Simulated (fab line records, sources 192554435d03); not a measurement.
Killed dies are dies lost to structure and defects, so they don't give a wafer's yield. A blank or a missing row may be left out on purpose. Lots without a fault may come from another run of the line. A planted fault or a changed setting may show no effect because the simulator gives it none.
Chamber matching | flow n5_finfet | N5_DUMMY_GATE_ETCH_44 on rie_si-02: 4 sister chambers
The step etches poly-Si in HBr/O2, stops on SiO2, target depth 127.5 nm. 14 wafers are shown with their chamber, then 7 later ones without.

WAFERS WITH THEIR CHAMBER
wafer  | chamber | drypump_motor_current_A (A) | throttle_valve_pct (%) | oes_product_au (a.u.)
L076.2 | 2       | 6.2                         | 18.73                  | 0.724
L076.3 | 1       | 6.0                         | 18.40                  | 0.731
L076.5 | 1       | 6.0                         | 18.40                  | 0.731
L078.1 | 0       | 5.5                         | 18.71                  | 0.710
L078.5 | 0       | 5.5                         | 18.71                  | 0.702
L078.6 | 3       | 5.7                         | 18.38                  | 0.748
L084.2 | 0       | 5.5                         | 18.71                  | 0.721
L084.5 | 1       | 6.0                         | 18.21                  | 0.750
L084.6 | 0       | 5.5                         | 18.73                  | 0.718
L087.4 | 1       | 5.9                         | 18.21                  | 0.750
L087.5 | 2       | 6.2                         | 18.72                  | 0.737
L087.6 | 1       | 6.0                         | 18.21                  | 0.756
L090.1 | 1       | 6.0                         | 18.21                  | 0.758
L090.4 | 0       | 5.5                         | 18.72                  | 0.714

SIGNATURES (means of the wafers above)
reading                 | chamber 0 | chamber 1 | chamber 2 | chamber 3 | scatter within a chamber
drypump_motor_current_A | 5.500     | 5.983     | 6.200     | 5.700     | 0.0289
throttle_valve_pct      | 18.7160   | 18.2733   | 18.7250   | 18.3800   | 0.0696
oes_product_au          | 0.71300   | 0.74600   | 0.73050   | 0.74800   | 0.0102
Rule: a wafer's distance from a chamber is the root of the sum, over the readings, of the square of ((its reading less the chamber's mean) divided by the reading's scatter). The wafer belongs to the nearest chamber; if the next one is less than 2 further off, it can't be placed. The scatter: the root of (the sum of the squares of (reading less its chamber's mean) over the shown wafers, divided by (wafers less chambers)).

WAFERS WITHOUT THEIR CHAMBER
wafer  | drypump_motor_current_A (A) | throttle_valve_pct (%) | oes_product_au (a.u.)
L090.6 | 6.0                         | 18.22                  | 0.756
L092.4 | 5.6                         | 18.39                  | 0.730
L092.5 | 6.2                         | 18.73                  | 0.719
L092.6 | 6.0                         | 18.23                  | 0.744
L093.3 | 5.5                         | 18.73                  | 0.707
L093.4 | 5.6                         | 18.38                  | 0.736
L093.5 | 6.0                         | 18.22                  | 0.753

WHICH CHAMBER EACH WENT THROUGH
wafer  | from the rows above | in truth
L090.6 | 1                   | 1
L092.4 | 3                   | 3
L092.5 | 2                   | 2
L092.6 | 1                   | 1
L093.3 | 0                   | 0
L093.4 | 3                   | 3
L093.5 | 1                   | 1
Placed correctly: 7 of 7. Can't be placed from these rows: 0. Placed wrongly: 0.
